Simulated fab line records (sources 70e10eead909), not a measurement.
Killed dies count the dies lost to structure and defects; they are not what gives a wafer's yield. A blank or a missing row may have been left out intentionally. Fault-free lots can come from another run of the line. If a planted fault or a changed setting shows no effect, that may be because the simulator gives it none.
fab line records	flow nandHarc
record lots=24	wafers=72	lastDay=34
route steps=1302 shown P_CONTACT@237 P_M0@267 P_M1@295 P_M2@329
lots that met no fault: from a run of the same line without faults
startH: start of the lot's first displayed wafer, in hours after the record's first day	waitH: hours elapsed since this lot's preceding step	" the same as in the row above	L1.1+2: several wafers, shown together as one row	- no value, or no start was given	* or withheld: withheld	< > ~ a bound
route shown NAME@n: a module of which the file shows steps, and the number in the route of the first	usual: average and standard deviation across the fault-free wafers	same: alike in all rows	chamber/n: place in a boat	sites: each site's reading	_std_site: how widely they spread, as a standard deviation	_edge_site: inner sites' mean taken away from outer sites' mean	radiusMm: for every site, how far away it sits from the centre of the wafer	mask NAME#n: copy n	behind: the most recent tool/chamber to have shaped the wafer	hold: cause of the lot's hold/its duration in hours/its outcome	device: the transistor (n, p or np) that didn't switch	end of line: the tests these same wafers got at the end of their route	a step without rows: its recipe alone	killed: at the first sort, the dies lost to defects and structure; wafer yield is something else	map: shows each die of a wafer: x if killed, . if not, _ if none is there
set.NAME: the run value of the setting; set.NAME@STEP: its run value at that earlier step	model.NAME: the simulator's own value behind a step, which no gauge read
route steps across a sampled set of lots; one table per step, one row per wafer
services: when a tool's chamber went out of use (startH, in hours from the record's first day, below 0 if earlier), for how many hours, and the reason
## steps
# step NHARC_P_CONTACT_ETCH_36
# recipe targetDepthA=2600	overEtchFrac=0.25	timeS=406.25	ionEnergyEv=200	n2FlowSccm=150	h2FlowSccm=150	arFlowSccm=0	rfW=400	biasW=150	chemistry=N2/H2
# usual drypumpMotorCurrentA=5.8/0.46	mfcArSccm=0.004/0.0066	oesProductAu=1.000/0.0079	rfVppV=431.6/2.9	showerheadPlenumPTorr=2.08/0.1	throttleValvePct=14.171/0.0082
lot.wafer	tool	chamber	startH	waitH	drypumpMotorCurrentA	mfcArSccm	oesProductAu	rfHoursCounterH	rfVppV	showerheadPlenumPTorr	throttleValvePct
L074.2	rieDiel-02	3	-	-	5.4	0	0.992	1.7	433.9	2.17	14.171
L074.3	"	0	"	"	4.8	0	0.992	1.8	427.5	1.90	14.177
L074.1	"	1	"	"	5.7	0.012	0.998	1.6	426.4	1.91	14.182
L075.2	rieDiel-12	3	-	-	5.5	0	0.994	0.7	428.4	1.93	14.168
L075.3	"	0	"	"	6.1	0.006	1.001	0.8	434.8	2.19	14.165
L075.6	"	0	"	"	6.1	0.006	1.001	-	434.1	2.19	14.163
L076.1	rieDiel-12	0	-	-	6.2	0.006	0.992	1.4	434.8	2.19	14.163
L076.6	"	2	"	"	5.8	0	0.987	-	432.1	2.08	14.169
L076.5	"	3	"	"	5.5	0	1.000	-	427.2	1.93	14.162
L077.3	rieDiel-12	3	-	-	5.5	0	1.008	2.0	427.1	1.93	14.161
L077.4	"	0	"	"	6.1	0.006	1.004	2.0	435.1	2.19	14.161
L077.5	"	0	"	"	6.1	0.006	1.002	-	434.9	2.19	14.176
L078.3	rieDiel-02	3	-	-	5.4	0	1.000	2.4	432.5	2.17	14.174
L078.5	"	3	"	"	5.4	0	0.995	-	431.9	2.17	14.183
L078.6	"	0	"	"	4.8	0	1.008	-	426.1	1.90	14.167
L079.1	rieDiel-06	1	-	-	5.9	0.026	0.984	1.9	432.9	2.13	14.172
L079.5	"	0	"	"	5.7	0	1.016	-	433.2	2.15	14.157
L079.6	"	1	"	"	5.9	0.026	0.988	-	432.9	2.13	14.164
L080.4	rieDiel-06	2	-	-	5.9	0	1.000	1.8	429.2	2.05	14.180
L080.1	"	3	"	"	6.0	0.002	1.007	2.1	431.7	2.05	14.160
L080.5	"	2	"	"	5.9	0	0.993	-	430.5	2.05	14.170
L081.2	rieDiel-06	2	-	-	5.9	0	0.997	2.3	430.6	2.05	14.174
L081.3	"	0	"	"	5.7	0	1.006	3.1	433.4	2.15	14.158
L081.4	"	1	"	"	5.9	0.026	0.996	2.8	430.6	2.13	14.170
L082.3	rieDiel-06	0	-	-	5.7	0	1.005	4.0	433.9	2.15	14.169
L082.2	"	2	"	"	5.9	0	1.003	3.2	431.7	2.05	14.192
L082.5	"	1	"	"	5.9	0.026	0.996	-	432.9	2.13	14.165
L083.4	rieDiel-02	0	-	-	4.8	0	0.979	3.8	425.3	1.90	14.162
L083.1	"	1	"	"	5.7	0.012	0.997	3.6	426.8	1.91	14.171
L083.2	"	2	"	"	4.8	0	0.993	3.7	434.8	2.21	14.159
L084.2	rieDiel-06	3	-	-	5.9	0.002	1.003	4.3	430.3	2.04	14.157
L084.1	"	2	"	"	5.9	0	1.003	4.2	429.8	2.05	14.186
L084.6	"	0	"	"	5.8	0	1.001	-	434.1	2.15	14.168
L085.4	rieDiel-12	2	-	-	5.8	0	0.992	3.1	430.3	2.07	14.169
L085.2	"	3	"	"	5.5	0	1.007	3.3	426.4	1.93	14.165
L085.5	"	1	"	"	6.5	0.005	1.002	-	434.0	2.14	14.164
L086.1	rieDiel-12	1	-	-	6.5	0.005	1.007	3.7	433.3	2.14	14.175
L086.5	"	0	"	"	6.1	0.006	0.998	-	435.7	2.19	14.168
L086.4	"	1	"	"	6.5	0.005	0.992	-	434.1	2.14	14.170
L087.3	rieDiel-02	2	-	-	4.8	0	0.995	0.3	434.8	2.21	14.165
L087.1	"	3	"	"	5.4	0	1.003	0.3	433.0	2.17	14.165
L087.2	"	0	"	"	4.7	0	0.994	0.3	427.1	1.90	14.184
L089.3	rieDiel-12	3	-	-	5.5	0	1.015	4.9	427.4	1.93	14.162
L089.1	"	0	"	"	6.1	0.006	1.002	4.9	433.8	2.19	14.172
L089.5	"	0	"	"	6.1	0.006	1.010	-	435.6	2.19	14.168
L088.3	rieDiel-02	1	-	-	5.7	0.012	0.998	1.0	427.2	1.91	14.166
L088.2	"	0	"	"	4.8	0	1.004	0.9	425.3	1.90	14.165
L088.5	"	1	"	"	5.7	0.012	1.000	-	427.2	1.91	14.163
L090.4	rieDiel-12	0	-	-	6.1	0.006	1.000	0.1	434.9	2.19	14.170
L090.3	"	1	"	"	6.6	0.005	1.008	0.1	432.4	2.14	14.165
L090.5	"	3	"	"	5.5	0	1.006	-	427.8	1.93	14.180
L091.2	rieDiel-12	3	-	-	5.5	0	1.011	0.5	428.6	1.93	14.178
L091.1	"	0	"	"	6.1	0.006	1.015	0.4	434.7	2.19	14.174
L091.6	"	1	"	"	6.5	0.005	0.993	-	432.4	2.14	14.166
L092.2	rieDiel-06	3	-	-	5.9	0.002	0.994	8.0	429.1	2.04	14.158
L092.6	"	3	"	"	6.0	0.002	1.003	-	431.3	2.04	14.158
L092.5	"	0	"	"	5.7	0	0.995	-	433.4	2.14	14.181
L093.4	rieDiel-12	1	-	-	6.5	0.005	0.990	1.1	433.5	2.14	14.183
L093.1	"	2	"	"	5.9	0	0.992	1.2	432.5	2.07	14.181
L093.5	"	1	"	"	6.5	0.005	1.006	-	434.5	2.14	14.169
L094.3	rieDiel-12	1	-	-	6.5	0.005	1.009	1.6	433.2	2.14	14.168
L094.1	"	2	"	"	5.8	0	1.001	1.5	430.5	2.07	14.167
L094.4	"	3	"	"	5.5	0	0.994	1.6	428.0	1.93	14.161
L095.3	rieDiel-06	2	-	-	5.9	0	1.001	0.3	431.0	2.05	14.162
L095.2	"	1	"	"	6.0	0.026	1.008	0.3	432.8	2.13	14.187
L095.6	"	2	"	"	5.9	0	0.998	-	430.9	2.05	14.174
L096.4	rieDiel-12	0	-	-	6.1	0.006	0.996	2.3	434.8	2.19	14.186
L096.6	"	3	"	"	5.5	0	1.000	-	426.7	1.93	14.172
L096.5	"	0	"	"	6.1	0.006	0.995	-	433.2	2.19	14.180
L097.4	rieDiel-12	0	-	-	6.1	0.006	0.991	3.0	434.8	2.19	14.181
L097.1	"	1	"	"	6.5	0.005	0.992	2.8	433.6	2.14	14.182
L097.2	"	3	"	"	5.5	0	1.003	2.8	427.6	1.93	14.176
# step NHARC_P_CONTACT_ETCH_18
# recipe targetDepthA=4810	timeS=240.5	c4f8FlowSccm=20	o2FlowSccm=10	arFlowSccm=withheld	rfW=600	biasW=1500	chemistry=C4F8/O2/Ar
# usual oesProductAu=0.958/0.019	rfVppV=981/6.4
lot.wafer	tool	chamber	startH	waitH	oesProductAu	rfHoursCounterH	rfVppV
L074.3	rieDiel-02	1	-	-	0.963	1.7	967
L074.1	"	2	"	"	0.979	1.7	989
L074.2	"	0	"	"	0.955	1.9	969
L075.2	rieDiel-12	3	-	-	0.933	0.9	971
L075.3	"	2	"	"	0.916	1.0	981
L075.6	"	3	"	"	0.929	-	970
L076.1	rieDiel-12	0	-	-	0.977	1.5	988
L076.6	"	0	"	"	0.980	-	988
L076.5	"	1	"	"	0.988	-	985
L077.3	rieDiel-12	0	-	-	0.965	2.2	989
L077.4	"	1	"	"	0.970	2.2	984
L077.5	"	3	"	"	0.976	-	971
L078.3	rieDiel-02	0	-	-	0.958	2.8	970
L078.6	"	2	"	"	0.949	-	987
L078.5	"	3	"	"	0.921	-	986
L079.1	rieDiel-06	0	-	-	0.918	2.4	985
L079.6	"	0	"	"	0.924	-	983
L079.5	"	1	"	"	0.923	-	984
L080.4	rieDiel-06	1	-	-	0.978	2.5	983
L080.1	"	2	"	"	0.977	2.0	980
L080.5	"	1	"	"	0.966	-	985
L081.2	rieDiel-06	0	-	-	0.980	3.2	984
L081.3	"	1	"	"	0.963	2.9	984
L081.4	"	2	"	"	0.960	2.5	979
L082.3	rieDiel-06	2	-	-	0.983	3.4	979
L082.2	"	3	"	"	0.960	3.7	979
L082.5	"	2	"	"	0.981	-	979
L083.2	rieDiel-02	1	-	-	0.968	3.8	970
L083.1	"	2	"	"	0.956	3.8	989
L083.4	"	0	"	"	0.974	4.0	969
L084.1	rieDiel-06	2	-	-	0.928	4.3	978
L084.2	"	1	"	"	0.920	4.9	984
L084.6	"	3	"	"	0.929	-	978
L085.4	rieDiel-12	0	-	-	0.929	3.5	989
L085.2	"	1	"	"	0.936	3.4	983
L085.5	"	3	"	"	0.928	-	969
L086.1	rieDiel-12	1	-	-	0.964	3.9	984
L086.5	"	3	"	"	0.956	-	971
L086.4	"	0	"	"	0.965	-	986
L087.1	rieDiel-02	2	-	-	0.972	0.5	989
L087.3	"	3	"	"	0.962	0.4	985
L087.2	"	0	"	"	0.962	0.4	969
L089.3	rieDiel-12	1	-	-	0.964	4.9	985
L089.1	"	2	"	"	0.937	3.7	979
L089.5	"	0	"	"	0.975	-	988
L088.2	rieDiel-02	3	-	-	0.953	1.2	986
L088.3	"	0	"	"	0.944	1.0	969
L088.5	"	3	"	"	0.952	-	986
L090.3	rieDiel-12	3	-	-	0.967	0.3	971
L090.4	"	1	"	"	0.975	0.2	985
L090.5	"	2	"	"	0.988	-	981
L091.1	rieDiel-12	0	-	-	0.974	0.5	986
L091.2	"	1	"	"	0.970	0.5	984
L091.6	"	0	"	"	0.975	-	986
L092.2	rieDiel-06	3	-	-	0.985	8.2	980
L092.5	"	3	"	"	0.985	-	979
L092.6	"	0	"	"	0.972	-	984
L093.1	rieDiel-12	1	-	-	0.944	1.3	983
L093.4	"	2	"	"	0.955	1.3	980
L093.5	"	0	"	"	0.953	-	989
L094.4	rieDiel-12	3	-	-	0.974	1.6	971
L094.1	"	0	"	"	0.955	1.7	988
L094.3	"	2	"	"	0.967	1.7	981
L095.3	rieDiel-06	3	-	-	0.983	0.5	979
L095.2	"	1	"	"	0.960	0.4	984
L095.6	"	2	"	"	0.942	-	978
L096.4	rieDiel-12	2	-	-	0.947	2.4	978
L096.6	"	3	"	"	0.959	-	969
L096.5	"	0	"	"	0.950	-	986
L097.1	rieDiel-12	3	-	-	0.947	2.9	972
L097.4	"	0	"	"	0.975	3.2	988
L097.2	"	1	"	"	0.976	3.0	984
# step NHARC_P_M0_ETCH_34
# recipe targetDepthA=400	overetchA=120	timeS=43.94	ionEnergyEv=200	n2FlowSccm=150	h2FlowSccm=150	arFlowSccm=0	rfW=400	biasW=150	chemistry=N2/H2
# usual drypumpMotorCurrentA=5.8/0.52	mfcArSccm=0.007/0.011	oesProductAu=1.001/0.0079	rfVppV=431/3	showerheadPlenumPTorr=2.04/0.1	throttleValvePct=14.172/0.0088
lot.wafer	tool	chamber	startH	waitH	drypumpMotorCurrentA	mfcArSccm	oesProductAu	rfHoursCounterH	rfVppV	showerheadPlenumPTorr	throttleValvePct
L074.3	rieDiel-11	2	121.26	0.1	5.8	0.009	0.995	5	430	2.01	14.174
L074.2	"	0	"	"	4.9	0.027	0.989	5	428	1.99	14.168
L074.1	"	1	"	"	5.7	0	1.003	5	434	2.13	14.169
L075.3	rieDiel-11	1	129.82	0.1	5.7	0	0.988	6	433	2.13	14.173
L075.2	"	3	"	"	5.8	0.034	0.992	0	434	2.17	14.192
L075.6	"	1	"	"	5.7	0	1.003	-	433	2.13	14.163
L076.1	rieDiel-11	3	142.67	0.1	5.8	0.034	0.998	2	433	2.17	14.163
L076.5	"	1	"	"	5.7	0	1.003	-	432	2.13	14.148
L076.6	"	2	"	"	5.8	0.009	1.001	-	429	2.01	14.170
L077.4	rieDiel-10	0	157.80	0.1	5.9	0	0.990	33	433	2.07	14.175
L077.3	"	3	"	"	5.4	0	1.000	21	432	2.09	14.181
L077.5	"	1	"	"	5.8	0.000	0.993	-	435	2.21	14.172
L078.3	rieDiel-03	2	158.11	0.1	6.9	0	0.999	12	433	2.12	14.160
L078.6	"	0	"	"	6.1	0	0.990	-	425	1.89	14.166
L078.5	"	1	"	"	5.2	0	0.998	-	425	1.89	14.170
L079.1	rieDiel-03	2	167.52	0.1	6.9	0	1.006	14	432	2.11	14.170
L079.6	"	2	"	"	6.9	0	0.993	-	433	2.11	14.163
L079.5	"	3	"	"	6.1	0.004	0.990	-	433	2.13	14.175
L080.1	rieDiel-11	0	183.71	0.1	4.9	0.027	0.993	14	430	1.98	14.170
L080.5	"	0	"	"	4.9	0.027	0.986	-	430	1.98	14.182
L080.4	"	1	"	"	5.7	0	0.995	-	433	2.13	14.170
L081.3	rieDiel-11	0	188.75	0.1	4.9	0.027	0.997	14	431	1.98	14.168
L081.2	"	1	"	"	5.7	0	1.007	16	433	2.13	14.179
L081.4	"	2	"	"	5.8	0.009	1.008	13	429	2.00	14.180
L082.2	rieDiel-03	3	210.56	0.1	6.1	0.004	1.003	27	432	2.13	14.167
L082.3	"	0	"	"	6.1	0	1.000	27	426	1.88	14.165
L082.5	"	0	"	"	6.1	0	0.994	-	427	1.88	14.178
L083.2	rieDiel-03	1	214.76	0.1	5.2	0	1.002	26	426	1.88	14.176
L083.4	"	2	"	"	6.9	0	0.996	26	432	2.11	14.197
L083.1	"	3	"	"	6.1	0.004	0.999	29	434	2.13	14.179
L084.2	rieDiel-03	2	218.53	0.1	6.8	0	1.010	27	433	2.11	14.164
L084.1	"	0	"	"	6.1	0	0.996	30	427	1.88	14.166
L084.6	"	2	"	"	6.9	0	1.003	-	433	2.11	14.190
L085.4	rieDiel-10	1	231.22	0.1	5.9	0.000	1.004	62	434	2.20	14.170
L085.2	"	2	"	"	6.3	0.012	1.002	57	429	1.97	14.160
L085.5	"	0	"	"	5.9	0	0.999	-	432	2.06	14.185
L086.4	rieDiel-03	1	237.10	0.1	5.2	0	1.002	36	427	1.88	14.170
L086.1	"	2	"	"	6.9	0	1.007	33	434	2.11	14.175
L086.5	"	2	"	"	6.8	0	1.016	-	432	2.11	14.172
L087.1	rieDiel-03	1	247.55	0.3	5.2	0	1.005	40	425	1.88	14.160
L087.3	"	2	"	"	6.9	0	1.000	37	434	2.11	14.166
L087.2	"	3	"	"	6.0	0.004	1.018	39	434	2.13	14.185
L089.3	rieDiel-03	3	268.07	0.1	6.0	0.004	1.006	45	435	2.12	14.170
L089.1	"	1	"	"	5.2	0	1.014	48	426	1.88	14.177
L089.5	"	3	"	"	6.1	0.004	1.014	-	433	2.12	14.175
L088.3	rieDiel-03	1	268.83	0.1	5.2	0	1.010	48	424	1.88	14.171
L088.2	"	2	"	"	6.8	0	1.004	44	433	2.10	14.159
L088.5	"	2	"	"	6.8	0	1.000	-	433	2.10	14.174
L090.3	rieDiel-11	3	282.56	0.1	5.9	0.034	0.993	5	434	2.16	14.169
L090.4	"	2	"	"	5.8	0.009	0.990	3	431	2.00	14.174
L090.5	"	3	"	"	5.8	0.034	0.984	-	434	2.16	14.173
L091.2	rieDiel-10	1	286.53	0.1	5.8	0.000	1.002	10	435	2.19	14.172
L091.1	"	2	"	"	6.4	0.012	1.016	12	428	1.97	14.179
L091.6	"	2	"	"	6.3	0.012	1.009	-	427	1.97	14.176
L092.2	rieDiel-11	2	306.43	0.1	5.8	0.009	1.011	8	428	2.00	14.173
L092.5	"	1	"	"	5.7	0	1.005	-	433	2.12	14.167
L092.6	"	2	"	"	5.8	0.009	0.999	-	430	2.00	14.177
L093.4	rieDiel-10	0	310.77	0.1	5.9	0	1.007	19	429	2.05	14.164
L093.1	"	1	"	"	5.8	0.000	0.997	21	434	2.19	14.162
L093.5	"	3	"	"	5.4	0	1.003	-	431	2.07	14.165
L094.1	rieDiel-11	2	324.31	0.1	5.8	0.009	0.997	10	430	2.00	14.169
L094.4	"	3	"	"	5.8	0.034	0.999	11	434	2.16	14.175
L094.3	"	0	"	"	4.9	0.027	0.992	8	429	1.98	14.193
L095.2	rieDiel-10	0	326.07	0.1	5.8	0	1.015	22	432	2.05	14.162
L095.3	"	2	"	"	6.4	0.012	1.008	29	427	1.96	14.187
L095.6	"	3	"	"	5.3	0	1.011	-	431	2.07	14.173
L096.4	rieDiel-11	2	342.57	0.1	5.9	0.009	1.003	13	429	2.00	14.153
L096.6	"	0	"	"	4.9	0.027	0.990	-	429	1.98	14.180
L096.5	"	1	"	"	5.8	0	0.999	-	433	2.12	14.177
L097.2	rieDiel-03	3	359.69	0.1	6.0	0.004	1.020	27	431	2.11	14.169
L097.4	"	0	"	"	6.1	0	0.999	28	437	2.21	14.177
L097.1	"	1	"	"	5.2	0	0.997	25	436	2.21	14.169
# step NHARC_P_M1_CD_MEAS_09
# recipe targetCdNm=130	landingEnergyEv=500
# usual cdNm=130.2/0.53
lot.wafer	tool	chamber	startH	waitH	cdNm
L074.1	cdSem-02	0	124.94	-	129.8
L074.2	"	0	"	"	130.4
L074.3	"	0	"	"	129.6
L075.2	cdSem-03	0	133.60	-	129.7
L075.3	"	0	"	"	130.1
L075.6	"	0	"	"	130.2
L076.1	cdSem-01	0	146.46	-	130.6
L076.5	"	0	"	"	130.8
L076.6	"	0	"	"	130.4
L077.3	cdSem-03	0	161.56	-	130.9
L077.4	"	0	"	"	130.4
L077.5	"	0	"	"	130.1
L078.3	cdSem-01	0	161.89	-	130.4
L078.5	"	0	"	"	130.0
L078.6	"	0	"	"	129.5
L079.1	cdSem-03	0	171.31	-	129.9
L079.5	"	0	"	"	129.8
L079.6	"	0	"	"	129.2
L080.1	cdSem-01	0	187.97	-	129.4
L080.4	"	0	"	"	130.1
L080.5	"	0	"	"	129.9
L081.2	cdSem-01	0	192.53	-	130.0
L081.3	"	0	"	"	129.8
L081.4	"	0	"	"	129.5
L082.2	cdSem-01	0	214.37	-	129.9
L082.3	"	0	"	"	130.7
L082.5	"	0	"	"	130.8
L083.1	cdSem-01	0	218.49	-	130.2
L083.2	"	0	"	"	131.2
L083.4	"	0	"	"	131.0
L084.1	cdSem-02	0	222.35	-	130.7
L084.2	"	0	"	"	130.1
L084.6	"	0	"	"	130.5
L085.2	cdSem-02	0	235.00	-	129.6
L085.4	"	0	"	"	129.2
L085.5	"	0	"	"	129.8
L086.1	cdSem-03	0	240.89	-	130.1
L086.4	"	0	"	"	129.3
L086.5	"	0	"	"	129.8
L087.1	cdSem-03	0	251.57	-	129.8
L087.2	"	0	"	"	129.8
L087.3	"	0	"	"	130.0
L089.1	cdSem-02	0	271.76	-	129.4
L089.3	"	0	"	"	130.0
L089.5	"	0	"	"	130.1
L088.2	cdSem-03	0	272.62	-	129.9
L088.3	"	0	"	"	130.6
L088.5	"	0	"	"	130.7
L090.3	cdSem-01	0	286.47	-	130.5
L090.4	"	0	"	"	130.0
L090.5	"	0	"	"	129.7
L091.1	cdSem-01	0	290.36	-	130.7
L091.2	"	0	"	"	130.7
L091.6	"	0	"	"	131.1
L092.2	cdSem-02	0	310.26	-	130.2
L092.5	"	0	"	"	130.1
L092.6	"	0	"	"	130.2
L093.1	cdSem-01	0	314.57	-	131.1
L093.4	"	0	"	"	130.9
L093.5	"	0	"	"	131.6
L094.1	cdSem-01	0	328.09	-	129.7
L094.3	"	0	"	"	130.3
L094.4	"	0	"	"	130.5
L095.2	cdSem-03	0	329.85	-	129.7
L095.3	"	0	"	"	130.7
L095.6	"	0	"	"	131.2
L096.4	cdSem-01	0	346.29	-	130.4
L096.5	"	0	"	"	130.5
L096.6	"	0	"	"	130.6
L097.1	cdSem-01	0	363.47	-	130.2
L097.2	"	0	"	"	129.9
L097.4	"	0	"	"	130.1
# step NHARC_P_M1_ETCH_15
# recipe targetDepthA=1825	timeS=91.2	c4f8FlowSccm=withheld	arFlowSccm=400	rfW=600	biasW=300	chemistry=C4F8/Ar
# usual oesProductAu=0.957/0.019	rfVppV=439.1/2.3
lot.wafer	tool	chamber	startH	waitH	oesProductAu	rfHoursCounterH	rfVppV
L074.2	rieDiel-08	1	-	-	0.972	10	437.9
L074.1	"	2	"	"	0.963	10	442.3
L074.3	"	0	"	"	0.950	10	435.4
L075.3	rieDiel-08	0	-	-	0.926	10	437.6
L075.2	"	1	"	"	0.923	11	438.8
L075.6	"	1	"	"	0.929	-	438.6
L076.1	rieDiel-08	2	-	-	0.978	12	442.8
L076.6	"	1	"	"	0.957	-	438.8
L076.5	"	2	"	"	0.971	-	444.1
L077.3	rieDiel-08	2	-	-	0.964	15	443.7
L077.4	"	3	"	"	0.970	14	443.6
L077.5	"	1	"	"	0.953	-	438.0
L078.3	rieDiel-09	3	-	-	0.972	1	435.2
L078.6	"	0	"	"	0.965	-	440.9
L078.5	"	3	"	"	0.968	-	438.3
L079.1	rieDiel-08	2	-	-	0.921	15	443.5
L079.5	"	1	"	"	0.926	-	439.3
L079.6	"	2	"	"	0.916	-	443.3
L080.1	rieDiel-04	3	-	-	0.981	0	438.6
L080.4	"	2	"	"	0.966	0	437.9
L080.5	"	0	"	"	0.980	-	439.3
L081.3	rieDiel-09	2	-	-	0.965	2	437.4
L081.4	"	3	"	"	0.975	3	436.9
L081.2	"	0	"	"	0.954	3	440.8
L082.2	rieDiel-08	2	-	-	0.957	1	442.4
L082.3	"	3	"	"	0.959	1	443.2
L082.5	"	1	"	"	0.973	-	438.5
L083.4	rieDiel-04	2	-	-	0.967	9	437.3
L083.1	"	3	"	"	0.949	10	438.2
L083.2	"	0	"	"	0.946	10	440.6
L084.1	rieDiel-09	0	-	-	0.951	5	440.4
L084.2	"	2	"	"	0.973	4	436.8
L084.6	"	0	"	"	0.949	-	441.6
L085.2	rieDiel-08	1	-	-	0.969	3	438.5
L085.5	"	3	"	"	0.957	-	444.3
L085.4	"	1	"	"	0.957	-	437.7
L086.1	rieDiel-09	0	-	-	0.955	6	440.7
L086.4	"	1	"	"	0.967	6	438.2
L086.5	"	3	"	"	0.982	-	437.7
L087.2	rieDiel-09	1	-	-	0.928	6	439.0
L087.1	"	3	"	"	0.925	7	437.9
L087.3	"	0	"	"	0.926	7	442.2
L089.3	rieDiel-09	1	-	-	0.970	8	438.8
L089.1	"	2	"	"	0.937	6	435.4
L089.5	"	1	"	"	0.958	-	438.5
L088.3	rieDiel-09	3	-	-	0.970	8	437.4
L088.2	"	1	"	"	0.986	8	438.7
L088.5	"	3	"	"	0.974	-	437.9
L090.4	rieDiel-09	1	-	-	0.949	9	438.5
L090.3	"	2	"	"	0.956	7	438.4
L090.5	"	3	"	"	0.965	-	437.7
L091.2	rieDiel-09	2	-	-	0.968	7	437.8
L091.1	"	3	"	"	0.973	9	436.1
L091.6	"	1	"	"	0.950	-	437.0
L092.2	rieDiel-09	0	-	-	0.955	10	441.0
L092.6	"	0	"	"	0.950	-	440.4
L092.5	"	1	"	"	0.976	-	437.7
L093.1	rieDiel-09	3	-	-	0.916	11	437.8
L093.4	"	0	"	"	0.922	11	440.6
L093.5	"	1	"	"	0.929	-	437.6
L094.4	rieDiel-08	2	-	-	0.980	10	441.9
L094.3	"	0	"	"	0.960	12	438.6
L094.1	"	1	"	"	0.970	11	438.0
L095.3	rieDiel-09	0	-	-	0.954	0	440.4
L095.2	"	1	"	"	0.961	0	437.2
L095.6	"	1	"	"	0.950	-	437.9
L096.4	rieDiel-09	3	-	-	0.954	1	435.7
L096.5	"	0	"	"	0.970	-	441.3
L096.6	"	1	"	"	0.977	-	437.6
L097.1	rieDiel-09	0	-	-	0.955	2	440.4
L097.2	"	1	"	"	0.951	3	439.5
L097.4	"	2	"	"	0.965	3	436.6
# step NHARC_P_M2_OVL_MEAS_10
# recipe pitchNm=340
# usual overlayXNm=0.2/0.93	overlayYNm=-0.1/0.7
lot.wafer	tool	chamber	startH	waitH	overlayXNm	overlayYNm
L074.1	overlay-01	-	129.75	-	-0.5	0.3
L074.2	"	-	"	"	-0.3	-0.1
L074.3	"	-	"	"	-0.4	0.3
L075.2	overlay-01	-	137.71	-	0.4	-1.1
L075.3	"	-	"	"	0.0	-1.0
L075.6	"	-	"	"	0.3	-0.8
L076.1	overlay-02	-	150.59	-	0.4	0.0
L076.5	"	-	"	"	1.0	-0.1
L076.6	"	-	"	"	0.8	0.1
L077.3	overlay-02	-	165.78	-	0.4	-0.5
L077.4	"	-	"	"	0.4	-0.4
L077.5	"	-	"	"	0.3	-0.3
L078.3	overlay-02	-	166.24	-	-0.7	-0.8
L078.5	"	-	"	"	-0.1	-0.4
L078.6	"	-	"	"	-0.3	-0.3
L079.1	overlay-01	-	175.42	-	0.3	-1.5
L079.5	"	-	"	"	0.4	-1.1
L079.6	"	-	"	"	0.3	-0.8
L080.1	overlay-01	-	192.09	-	-2.5	-0.4
L080.4	"	-	"	"	-2.0	-0.6
L080.5	"	-	"	"	-1.9	-0.3
L081.2	overlay-02	-	197.11	-	1.2	0.4
L081.3	"	-	"	"	0.7	0.2
L081.4	"	-	"	"	1.1	0.6
L082.2	overlay-02	-	218.65	-	0.1	1.1
L082.3	"	-	"	"	-0.1	1.1
L082.5	"	-	"	"	0.0	1.0
L083.1	overlay-01	-	222.70	-	1.7	0.7
L083.2	"	-	"	"	2.0	0.0
L083.4	"	-	"	"	2.1	0.6
L084.1	overlay-02	-	226.67	-	-0.4	0.3
L084.2	"	-	"	"	-0.3	-0.2
L084.6	"	-	"	"	-0.2	-0.4
L085.2	overlay-01	-	239.41	-	-0.2	-0.1
L085.4	"	-	"	"	0.1	0.6
L085.5	"	-	"	"	-0.1	0.9
L086.1	overlay-01	-	245.17	-	-1.1	0.3
L086.4	"	-	"	"	-0.8	0.4
L086.5	"	-	"	"	-0.9	-0.1
L087.1	overlay-01	-	256.07	-	0.7	-0.5
L087.2	"	-	"	"	0.3	-0.4
L087.3	"	-	"	"	0.5	0.2
L089.1	overlay-02	-	275.90	-	0.8	0.9
L089.3	"	-	"	"	0.0	0.5
L089.5	"	-	"	"	0.2	1.0
L088.2	overlay-02	-	276.86	-	1.2	-1.0
L088.3	"	-	"	"	0.9	-0.5
L088.5	"	-	"	"	0.6	-0.6
L090.3	overlay-01	-	290.71	-	0.1	0.0
L090.4	"	-	"	"	0.2	0.1
L090.5	"	-	"	"	-0.1	0.2
L091.1	overlay-01	-	294.47	-	1.9	-1.1
L091.2	"	-	"	"	1.0	-0.5
L091.6	"	-	"	"	0.4	-0.8
L092.2	overlay-02	-	314.35	-	-0.2	1.5
L092.5	"	-	"	"	-0.9	1.3
L092.6	"	-	"	"	-1.3	1.2
L093.1	overlay-02	-	318.91	-	0.2	0.9
L093.4	"	-	"	"	0.4	0.7
L093.5	"	-	"	"	0.3	0.9
L094.1	overlay-02	-	332.22	-	1.7	0.4
L094.3	"	-	"	"	1.5	-0.5
L094.4	"	-	"	"	1.9	-0.4
L095.2	overlay-02	-	333.96	-	1.1	-1.7
L095.3	"	-	"	"	1.4	-1.4
L095.6	"	-	"	"	1.9	-0.8
L096.4	overlay-01	-	350.43	-	-1.3	-0.6
L096.5	"	-	"	"	-1.5	-0.4
L096.6	"	-	"	"	-1.5	-0.2
L097.1	overlay-02	-	367.57	-	0.3	-0.5
L097.2	"	-	"	"	0.2	0.2
L097.4	"	-	"	"	0.9	-0.6
## services
tool	chamber	startH	hours	kind
rieDiel-03	0	93.59	3.4	repair
rieDiel-03	-	106.33	9.0	pm
rieDiel-06	-	130.23	9.0	pm
rieDiel-09	1	136.24	2.0	repair
rieDiel-09	-	143.10	9.0	pm
rieDiel-03	0	143.23	1.2	repair
rieDiel-02	3	144.55	7.4	repair
rieDiel-09	2	156.88	6.0	repair
rieDiel-02	-	216.70	9.0	pm
rieDiel-12	2	230.73	21.8	repair
rieDiel-09	-	237.45	0.4	repair
rieDiel-09	2	242.79	21.3	repair
rieDiel-02	0	252.06	2.8	repair
rieDiel-12	0	253.77	5.0	repair
rieDiel-03	3	261.38	1.2	repair
rieDiel-12	-	268.40	9.0	pm
rieDiel-02	-	278.05	1.6	repair
rieDiel-03	-	283.61	9.0	pm
rieDiel-06	-	307.23	9.0	pm
rieDiel-12	-	308.74	0.1	repair
rieDiel-09	-	320.10	9.0	pm
rieDiel-06	-	337.70	0.9	repair
rieDiel-06	2	343.02	4.8	repair
rieDiel-12	3	348.06	6.7	repair
## key
fault none
